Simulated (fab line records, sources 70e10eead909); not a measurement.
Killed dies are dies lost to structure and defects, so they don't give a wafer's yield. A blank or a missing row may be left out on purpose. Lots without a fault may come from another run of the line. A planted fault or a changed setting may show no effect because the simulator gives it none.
Chamber matching | flow nand_harc | NHARC_A_CONTACT_ALD_18 on ald_metal-04: 4 sister chambers
The step deposits TiN, target thk 3 nm, pulse time 1 s, ald cycles 150. 16 wafers are shown with their chamber, then 8 later ones without.

WAFERS WITH THEIR CHAMBER
wafer  | chamber | heater_power_w (W) | precursor_pulse_height_rel
L951.1 | 2       | 1146               | 1.028
L951.3 | 1       | 1015               | 1.022
L951.6 | 1       | 997                | 1.034
L953.1 | 1       | 1040               | 0.984
L953.3 | 2       | 1102               | 0.993
L953.5 | 2       | 1137               | 0.971
L954.3 | 1       | 1025               | 0.982
L954.4 | 0       | 1116               | 0.979
L954.5 | 0       | 1146               | 0.993
L956.2 | 1       | 1037               | 0.971
L956.5 | 2       | 1110               | 1.015
L956.6 | 3       | 1168               | 1.015
L958.4 | 3       | 1169               | 1.014
L958.5 | 3       | 1160               | 0.999
L958.6 | 0       | 1126               | 0.999
L961.1 | 2       | 1112               | 1.002

SIGNATURES (means of the wafers above)
reading                    | chamber 0 | chamber 1 | chamber 2 | chamber 3 | scatter within a chamber
heater_power_w             | 1129.33   | 1022.80   | 1121.40   | 1165.67   | 16.3
precursor_pulse_height_rel | 0.99033   | 0.99860   | 1.00180   | 1.00933   | 0.021
Rule: a wafer's distance from a chamber is the root of the sum, over the readings, of the square of ((its reading less the chamber's mean) divided by the reading's scatter). The wafer belongs to the nearest chamber; if the next one is less than 2 further off, it can't be placed. The scatter: the root of (the sum of the squares of (reading less its chamber's mean) over the shown wafers, divided by (wafers less chambers)).

WAFERS WITHOUT THEIR CHAMBER
wafer  | heater_power_w (W) | precursor_pulse_height_rel
L961.2 | 1034               | 1.032
L961.3 | 1160               | 1.027
L962.1 | 955                | 1.013
L962.2 | 1219               | 0.987
L962.3 | 1123               | 1.053
L971.1 | 1216               | 1.017
L971.2 | 1160               | 1.013
L971.3 | 945                | 0.985

WHICH CHAMBER EACH WENT THROUGH
wafer  | from the rows above          | in truth
L961.2 | 1                            | 1
L961.3 | can't be placed: 3 or 0 or 2 | 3
L962.1 | 1                            | 1
L962.2 | 3                            | 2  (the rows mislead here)
L962.3 | can't be placed: 2 or 0 or 3 | 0
L971.1 | 3                            | 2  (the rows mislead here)
L971.2 | can't be placed: 3 or 0      | 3
L971.3 | 1                            | 1
Placed correctly: 3 of 8. Can't be placed from these rows: 3 (the true chamber is among the candidates in 3). Placed wrongly: 2.
